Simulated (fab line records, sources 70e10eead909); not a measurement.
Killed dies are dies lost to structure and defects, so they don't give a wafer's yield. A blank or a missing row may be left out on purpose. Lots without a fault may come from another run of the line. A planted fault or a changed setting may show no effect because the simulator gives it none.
fab line records | flow nand_harc
record lots=11 wafers=33 last_day=24
route steps=1159 shown P_M0@275 P_M1@292 END@1159
lots that met no fault: from a run of the same line without faults
start_h: hours from the record's first day to the start of the lot's first wafer shown | wait_h: hours since the lot's step before | " the same as in the row above | L1.1+2: a row that stands for several wafers | - no value, or no start given | * or withheld: withheld | < > ~ a bound
route shown NAME@n: a module of which the file shows steps, and the number in the route of the first | usual: mean/standard deviation of fault-free wafers | same: alike in all rows | chamber/n: place in a boat | sites: the reading at each site | _std_site: their standard deviation | _edge_site: outer sites' mean less inner sites' | radius_mm: how far each site lies from the wafer's centre | mask NAME#n: copy n | behind: the tool/chamber that last shaped the wafer | hold: why the lot was held/for how many hours/how that ended | device: the transistor (n, p or np) that didn't switch | end of line: the same wafers' tests at the end of the route | a step without rows: its recipe alone | killed: dies lost to structure and defects at the first sort, not the wafer's yield | map: a wafer's dies, x killed, . not, _ none there
set.NAME: the setting as run; set.NAME@STEP: as run at that earlier step | model.NAME: the simulator's own value behind a step, which no gauge read
steps of the route over a sample of lots; a table a step, a row a wafer
services: from which hour (start_h, from the record's first day; less than 0 if before it) a tool's chamber was out of use, for how many hours, and why
## steps
# step NHARC_P_M0_PVD_21
# recipe target_thk_a=300 chamber_pressure_pa=5 power_w=5000 substrate_temp_c=30 time_s=20.49 material=Cu
# usual throttle_valve_pct=30.0/0.9
# columns lot.wafer tool chamber start_h wait_h throttle_valve_pct
L197.4 pvd_sputter-03 - - - 29.2
L197.1 " - " " 31.3
L197.2 " - " " 30.4
L198.2 pvd_sputter-02 - - - 28.8
L198.3 " - " " 31.3
L198.5 " - " " 30.7
L199.3 pvd_sputter-02 - - - 30.6
L199.5 " - " " 30.0
L199.6 " - " " 31.1
L203.3 pvd_sputter-02 - - - 30.1
L203.4 " - " " 30.9
L203.6 " - " " 30.1
L204.2 pvd_sputter-01 - - - 29.1
L204.5 " - " " 29.4
L204.6 " - " " 28.8
L209.1 pvd_sputter-02 - - - 28.7
L209.4 " - " " 30.4
L209.5 " - " " 28.7
L210.2 pvd_sputter-03 - - - 29.5
L210.3 " - " " 29.1
L210.6 " - " " 29.2
L211.3 pvd_sputter-03 - - - 31.1
L211.1 " - " " 30.6
L211.5 " - " " 29.5
L213.2 pvd_sputter-01 - - - 30.7
L213.1 " - " " 29.1
L213.4 " - " " 28.7
L215.4 pvd_sputter-03 - - - 31.2
L215.1 " - " " 30.3
L215.6 " - " " 29.4
L217.3 pvd_sputter-03 - - - 30.3
L217.4 " - " " 29.2
L217.6 " - " " 30.6
# step NHARC_P_M0_THK_MEAS_24
# recipe thk_meas_gauge=xrf
# usual thk_nm=117.4/1.6
# columns lot.wafer tool chamber start_h wait_h thk_nm
L197.1 film_metro-01 - 127.30 - 116.6
L197.2 " - " " 118.1
L197.4 " - " " 116.3
L198.2 film_metro-02 - 140.65 - 114.5
L198.3 " - " " 116.3
L198.5 " - " " 118.1
L199.3 film_metro-01 - 141.07 - 115.6
L199.5 " - " " 116.9
L199.6 " - " " 117.2
L203.3 film_metro-02 - 162.52 - 116.8
L203.4 " - " " 118.6
L203.6 " - " " 117.8
L204.2 film_metro-01 - 175.45 - 116.0
L204.5 " - " " 117.5
L204.6 " - " " 117.7
L209.1 film_metro-01 - 197.70 - 114.6
L209.4 " - " " 116.1
L209.5 " - " " 117.5
L210.2 film_metro-01 - 215.62 - 116.6
L210.3 " - " " 118.2
L210.6 " - " " 119.5
L211.1 film_metro-01 - 220.46 - 117.8
L211.3 " - " " 118.9
L211.5 " - " " 117.5
L213.1 film_metro-01 - 229.00 - 116.8
L213.2 " - " " 114.5
L213.4 " - " " 117.9
L215.1 film_metro-01 - 229.62 - 116.8
L215.4 " - " " 119.0
L215.6 " - " " 118.0
L217.3 film_metro-01 - 257.66 - 115.8
L217.4 " - " " 120.3
L217.6 " - " " 116.9
# step NHARC_P_M1_EXPOSE_06
# recipe na=1.35 target_cd_nm=130 dose_mj=81.88 mask_id=P_M1
# usual exposure_dose_mJ_cm2=81.85/0.08 stage_vel_mm_s=499.94/0.22
# columns lot.wafer tool chamber start_h wait_h mask exposure_dose_mJ_cm2 stage_vel_mm_s
L197.1 arfi_scanner-03 0 128.93 - P_M1#0 81.87 499.81
L197.2 " 0 " " P_M1#0 81.94 499.83
L197.4 " 0 " " P_M1#0 82.01 499.52
L198.2 arfi_scanner-01 0 142.21 - P_M1#0 81.73 499.99
L198.3 " 0 " " P_M1#0 81.77 499.91
L198.5 " 0 " " P_M1#0 81.83 500.14
L199.3 arfi_scanner-02 0 142.49 - P_M1#0 81.90 499.77
L199.5 " 0 " " P_M1#0 81.73 499.73
L199.6 " 0 " " P_M1#0 81.83 499.87
L203.3 arfi_scanner-03 0 163.79 - P_M1#0 81.84 499.90
L203.4 " 0 " " P_M1#0 81.84 500.14
L203.6 " 0 " " P_M1#0 81.85 499.79
L204.2 arfi_scanner-01 0 176.87 - P_M1#0 81.87 499.79
L204.5 " 0 " " P_M1#0 81.85 499.47
L204.6 " 0 " " P_M1#0 81.89 499.74
L209.1 arfi_scanner-03 0 199.10 - P_M1#0 81.86 499.54
L209.4 " 0 " " P_M1#0 81.87 500.08
L209.5 " 0 " " P_M1#0 81.91 499.68
L210.2 arfi_scanner-03 0 216.91 - P_M1#0 119.17 499.90
L210.3 " 0 " " P_M1#0 119.00 500.22
L210.6 " 0 " " P_M1#0 119.03 500.00
L211.1 arfi_scanner-03 0 221.75 - P_M1#0 111.72 499.77
L211.3 " 0 " " P_M1#0 111.87 499.75
L211.5 " 0 " " P_M1#0 111.67 499.60
L213.1 arfi_scanner-02 0 230.57 - P_M1#0 81.63 499.94
L213.2 " 0 " " P_M1#0 81.88 500.08
L213.4 " 0 " " P_M1#0 81.79 500.09
L215.1 arfi_scanner-02 0 231.46 - P_M1#0 81.84 499.89
L215.4 " 0 " " P_M1#0 81.83 499.83
L215.6 " 0 " " P_M1#0 81.87 499.94
L217.3 arfi_scanner-01 0 259.06 - P_M1#0 81.77 500.54
L217.4 " 0 " " P_M1#0 81.76 500.12
L217.6 " 0 " " P_M1#0 81.82 500.31
# step NHARC_P_M1_CD_MEAS_09
# recipe target_cd_nm=130 landing_energy_ev=500
# usual cd_nm=129.9/0.72
# columns lot.wafer tool chamber start_h wait_h cd_nm
L197.1 cd_sem-02 0 129.08 - 129.7
L197.2 " 0 " " 130.1
L197.4 " 0 " " 130.3
L198.2 cd_sem-02 0 142.34 - 129.1
L198.3 " 0 " " 130.2
L198.5 " 0 " " 129.6
L199.3 cd_sem-02 0 142.63 - 130.1
L199.5 " 0 " " 129.8
L199.6 " 0 " " 130.1
L203.3 cd_sem-03 0 163.93 - 130.4
L203.4 " 0 " " 130.2
L203.6 " 0 " " 129.4
L204.2 cd_sem-03 0 177.00 - 128.5
L204.5 " 0 " " 130.2
L204.6 " 0 " " 130.4
L209.1 cd_sem-03 0 199.24 - 130.8
L209.4 " 0 " " 130.9
L209.5 " 0 " " 130.3
L210.2 cd_sem-02 0 217.05 - 153.1
L210.3 " 0 " " 153.0
L210.6 " 0 " " 152.7
L211.1 cd_sem-01 0 221.89 - 148.8
L211.3 " 0 " " 148.8
L211.5 " 0 " " 148.8
L213.1 cd_sem-01 0 230.71 - 130.3
L213.2 " 0 " " 129.6
L213.4 " 0 " " 129.6
L215.1 cd_sem-03 0 231.60 - 128.8
L215.4 " 0 " " 130.6
L215.6 " 0 " " 129.8
L217.3 cd_sem-02 0 259.19 - 127.5
L217.4 " 0 " " 128.7
L217.6 " 0 " " 130.0
# step NHARC_P_M1_ETCH_35
# recipe target_depth_a=400 overetch_a=120 time_s=43.94 ion_energy_ev=200 n2_flow_sccm=150 h2_flow_sccm=150 ar_flow_sccm=0 rf_w=400 bias_w=150 chemistry=N2/H2
# usual drypump_motor_current_A=5.5/0.52 h2_flow_sccm=150.0/0.49 oes_product_au=1.000/0.012 rf_vpp_V=430.8/2.3 showerhead_plenum_p_Torr=2.05/0.074 throttle_valve_pct=14.171/0.0087
# columns lot.wafer tool chamber start_h wait_h drypump_motor_current_A h2_flow_sccm oes_product_au rf_hours_counter_h rf_vpp_V showerhead_plenum_p_Torr throttle_valve_pct
L197.4 rie_diel-02 0 129.81 0.5 5.7 150.3 0.991 8 432.9 2.15 14.187
L197.1 " 2 " " 5.6 149.6 1.007 10 427.4 1.96 14.174
L197.2 " 3 " " 4.8 150.3 0.989 9 428.7 2.01 14.175
L198.3 rie_diel-12 2 142.61 0.1 4.9 150.2 0.998 7 435.1 2.19 14.181
L198.2 " 0 " " 5.9 150.7 0.999 8 428.6 2.00 14.161
L198.5 " 2 " " 5.0 150.1 1.011 - 435.6 2.19 14.167
L199.3 rie_diel-10 3 142.90 0.1 5.2 149.8 0.982 3 433.6 2.14 14.169
L199.6 " 1 " " 5.3 150.5 0.981 - 430.5 2.03 14.162
L199.5 " 2 " " 4.8 150.2 0.995 - 432.4 2.09 14.174
L203.4 rie_diel-12 3 164.20 0.1 5.4 150.6 1.028 10 427.0 1.99 14.176
L203.3 " 1 " " 5.5 151.0 1.002 10 428.3 2.05 14.166
L203.6 " 3 " " 5.4 150.6 1.031 - 429.4 1.99 14.179
L204.2 rie_diel-12 0 177.28 0.1 5.9 150.4 0.991 9 428.3 2.00 14.172
L204.6 " 2 " " 4.9 150.5 1.004 - 435.2 2.19 14.190
L204.5 " 3 " " 5.4 149.9 1.031 - 428.6 1.99 14.172
L209.1 rie_diel-02 0 199.52 0.1 5.8 149.8 0.994 4 434.4 2.15 14.169
L209.4 " 1 " " 6.1 150.5 1.001 3 429.3 2.00 14.164
L209.5 " 3 " " 4.8 150.0 0.998 - 430.1 2.01 14.170
L210.3 rie_diel-10 3 217.32 0.1 5.2 149.9 0.993 1 433.5 2.14 14.175
L210.2 " 0 " " 6.5 149.4 0.997 1 427.9 1.95 14.176
L210.6 " 3 " " 5.2 150.8 0.996 - 435.3 2.14 14.166
L211.1 rie_diel-10 2 222.17 0.1 4.8 149.2 0.978 1 432.3 2.09 14.166
L211.3 " 3 " " 5.1 150.0 0.980 1 434.2 2.14 14.181
L211.5 " 1 " " 5.3 150.4 0.998 - 428.5 2.03 14.181
L213.2 rie_diel-10 1 230.99 0.1 5.3 149.8 1.012 1 428.6 2.03 14.160
L213.1 " 2 " " 4.8 150.0 0.984 1 433.3 2.09 14.164
L213.4 " 0 " " 6.6 150.3 1.007 1 427.5 1.95 14.184
L215.1 rie_diel-02 3 231.88 0.1 4.7 150.5 1.013 5 429.6 2.01 14.152
L215.4 " 0 " " 5.7 150.1 1.003 6 434.0 2.15 14.183
L215.6 " 0 " " 5.7 150.1 1.009 - 431.8 2.15 14.183
L217.4 rie_diel-10 2 259.47 0.1 4.8 149.7 0.989 2 433.4 2.09 14.158
L217.3 " 0 " " 6.5 149.3 1.013 2 426.6 1.95 14.167
L217.6 " 1 " " 5.3 150.1 1.010 - 431.2 2.03 14.176
# step NHARC_END_SORT_01
# recipe temp_c=25
# usual defect_limited_yield=96.0/1.3 killed_at_array=24/8.4 killed_at_other=0.7/1.1 killed_at_periphery=2.9/1.7 killed_dies=27/8.6 killed_open=3.3/1.8 killed_short=1.8/1.4 sort_bin_2_pct=1.3/0.56 sort_bin_3_pct=0.19/0.18 sort_bin_4_pct=2.6/0.84 sort_n_pass=650/8.6 sort_rim_yield_pct=96.1/2.3 sort_yield_pct=96.0/1.3
# same gross_dies=677 sort_bin_5_pct[%]=0 sort_bin_6_pct[%]=0 sort_bin_7_pct[%]=0 sort_bin_8_pct[%]=0 sort_rim_n_gross=106.00
# columns lot.wafer tool chamber start_h wait_h defect_limited_yield[%] killed_at_array killed_at_other killed_at_periphery killed_dies killed_open killed_short sort_bin_2_pct[%] sort_bin_3_pct[%] sort_bin_4_pct[%] sort_n_pass sort_rim_yield_pct[%] sort_yield_pct[%]
L199.3 prober-02 0 467.44 3.1 94.8 30 1 4 35 1 2 2.1 0.44 2.7 642 92.5 94.8
L199.5 prober-02 0 469.02 3.6 96.6 18 1 4 23 2 2 0.7 0.15 2.5 654 97.2 96.6
L199.6 prober-02 0 469.80 3.9 96.5 19 0 5 24 6 0 1.2 0 2.4 653 96.2 96.5
L203.3 prober-01 0 480.34 3.1 96.9 19 1 1 21 3 0 0.3 0 2.8 656 93.4 96.9
L203.4 prober-01 0 481.13 3.4 96.3 19 1 5 25 7 0 1.0 0.74 1.9 652 98.1 96.3
L203.6 prober-01 0 482.72 4.0 96.3 21 0 4 25 4 1 1.5 0 2.2 652 98.1 96.3
L209.1 prober-01 0 515.60 2.4 94.5 30 5 2 37 4 2 1.9 0.44 3.1 640 97.2 94.5
L209.4 prober-01 0 518.01 3.4 93.6 37 3 3 43 5 2 2.7 0.44 3.2 634 93.4 93.6
L209.5 prober-01 0 518.81 3.7 94.4 29 5 4 38 4 2 1.3 0.15 4.1 639 99.1 94.4
L211.3 prober-02 0 539.94 3.1 94.2 37 0 2 39 7 0 2.2 0.15 3.4 638 95.3 94.2
# killed by level:class
L199.3 A_CHANNEL_HOLE_D1:chamber_film_flake=18 A_CONTACT:chamber_film_flake=6 P_GATE:chamber_film_flake=2 A_WL_FILL:chamber_film_flake=2 P_CONTACT:geometric_particle:short=1 A_ONON_D1:geometric_particle:open=1 STARTING-WAFER:geometric_particle:short=1 P_M0:chamber_film_flake=1
L199.5 A_CHANNEL_HOLE_D1:chamber_film_flake=11 P_GATE:chamber_film_flake=2 A_CONTACT:chamber_film_flake=2 P_GATE:geometric_particle:open=1 A_M0:geometric_particle:open=1 A_M0:geometric_particle:short=1 P_M0:chamber_film_flake=1 STARTING-WAFER:geometric_particle:short=1
L199.6 A_CHANNEL_HOLE_D1:chamber_film_flake=7 A_CONTACT:chamber_film_flake=4 P_M0:geometric_particle:open=2 A_CONTACT:geometric_particle:open=2 P_STI:chamber_film_flake=2 A_STAIRCASE:chamber_film_flake=2 A_WL_FILL:chamber_film_flake=2 A_SGD_CUT:geometric_particle:open=1
L203.3 A_SLIT:chamber_film_flake=7 A_STAIRCASE:chamber_film_flake=6 A_CHANNEL_HOLE_D1:chamber_film_flake=3 P_CONTACT:geometric_particle:open=1 A_SGD_CUT:geometric_particle:open=1 A_M0:geometric_particle:open=1 A_CONTACT:chamber_film_flake=1 THIN_TSV:chamber_film_flake=1
L203.4 A_SLIT:chamber_film_flake=9 A_STAIRCASE:chamber_film_flake=6 P_CONTACT:geometric_particle:open=2 P_M0:geometric_particle:open=2 A_CONTACT:chamber_film_flake=2 P_GATE:geometric_particle:open=1 A_BLC:geometric_particle:open=1 A_M0:geometric_particle:open=1
L203.6 A_SLIT:chamber_film_flake=13 A_CHANNEL_HOLE_D1:chamber_film_flake=3 A_M0:geometric_particle:open=2 P_M1:geometric_particle:short=1 A_CONTACT:geometric_particle:open=1 A_BLC:geometric_particle:open=1 P_ZERO_WELL:chamber_film_flake=1 P_STI:chamber_film_flake=1
L209.1 A_CHANNEL_HOLE_D1:chamber_film_flake=17 THIN_TSV:chamber_film_flake=5 A_STAIRCASE:chamber_film_flake=3 A_CONTACT:chamber_film_flake=3 A_ZERO_WELL:chamber_film_flake=2 P_M1:geometric_particle:open=1 A_ONON_D1:geometric_particle:short=1 A_WL_FILL:geometric_particle:open=1
L209.4 A_CHANNEL_HOLE_D1:chamber_film_flake=22 A_CONTACT:chamber_film_flake=5 THIN_TSV:chamber_film_flake=3 A_CHANNEL_FILL_D1:chamber_film_flake=2 A_STAIRCASE:chamber_film_flake=2 P_M0:geometric_particle:open=1 P_M2:geometric_particle:open=1 A_CHANNEL_HOLE_D1:geometric_particle:short=1
L209.5 A_CHANNEL_HOLE_D1:chamber_film_flake=19 THIN_TSV:chamber_film_flake=5 P_CONTACT:geometric_particle:open=2 A_WL_FILL:geometric_particle:short=2 A_ZERO_WELL:chamber_film_flake=2 A_CHANNEL_FILL_D1:chamber_film_flake=2 A_CHANNEL_HOLE_D1:geometric_particle:open=1 A_CONTACT:geometric_particle:open=1
L211.3 A_SLIT:chamber_film_flake=21 A_CHANNEL_HOLE_D1:chamber_film_flake=8 A_ONON_D1:geometric_particle:open=3 A_STAIRCASE:chamber_film_flake=2 P_GATE:geometric_particle:open=1 P_M0:geometric_particle:open=1 A_SGD_CUT:geometric_particle:open=1 A_CONTACT:geometric_particle:open=1
## services
# columns tool chamber start_h hours kind
arfi_scanner-03 - 103.88 1.0 repair
rie_diel-10 2 106.30 16.7 repair
rie_diel-02 1 113.43 1.4 repair
arfi_scanner-03 - 120.05 4.8 repair
rie_diel-10 3 124.63 5.4 repair
pvd_sputter-03 - 136.77 1.8 repair
arfi_scanner-03 - 140.00 4.0 pm
rie_diel-12 0 143.87 17.7 repair
rie_diel-02 - 150.80 9.0 pm
rie_diel-02 1 161.31 1.3 repair
rie_diel-10 0 172.52 5.4 repair
rie_diel-02 3 175.92 1.8 repair
rie_diel-10 - 176.50 9.0 pm
arfi_scanner-01 - 186.39 0.7 repair
arfi_scanner-01 - 196.00 4.0 pm
pvd_sputter-03 - 201.02 6.9 repair
rie_diel-12 - 202.40 9.0 pm
pvd_sputter-02 - 206.51 0.8 repair
pvd_sputter-02 - 214.01 10.0 pm
rie_diel-02 3 217.44 7.6 repair
rie_diel-12 - 235.82 0.7 repair
rie_diel-10 - 255.64 0.8 repair
rie_diel-02 2 255.79 5.9 repair
arfi_scanner-02 - 256.00 4.0 pm
## key
first_sign step=NHARC_P_M1_EXPOSE_06 reading=exposure_dose_mJ_cm2 direction=up sigmas=99+ usual=81.85 struck=115.41
effect step=NHARC_P_M1_CD_MEAS_09 reading=cd_nm direction=up sigmas=29 usual=129.9 struck=150.8 through=control_loop
met_at NHARC_P_M1_EXPOSE_06
struck_lots L210,L211
rows_end L211.1,L211.5
loop_trim step=NHARC_P_M1_EXPOSE_06 setting=dose lots=L211
not_acting_at NHARC_P_M0_PVD_21,NHARC_P_M0_THK_MEAS_24,NHARC_P_M1_ETCH_35
onset_between 199.10 216.91
fault kind=process_parameter_drift tool=arfi_scanner-03 chamber=- onset_h=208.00 steps=NHARC_P_M1_EXPOSE_06 channel=dose_mj offset=37.187 shape=step acts_in=these_recipes_only stated=81.88
# rows_end: these wafers met a further fault down the route, and their rows from its step on are left out
# loop_trim: a control loop set the setting to another value than it would have without faults
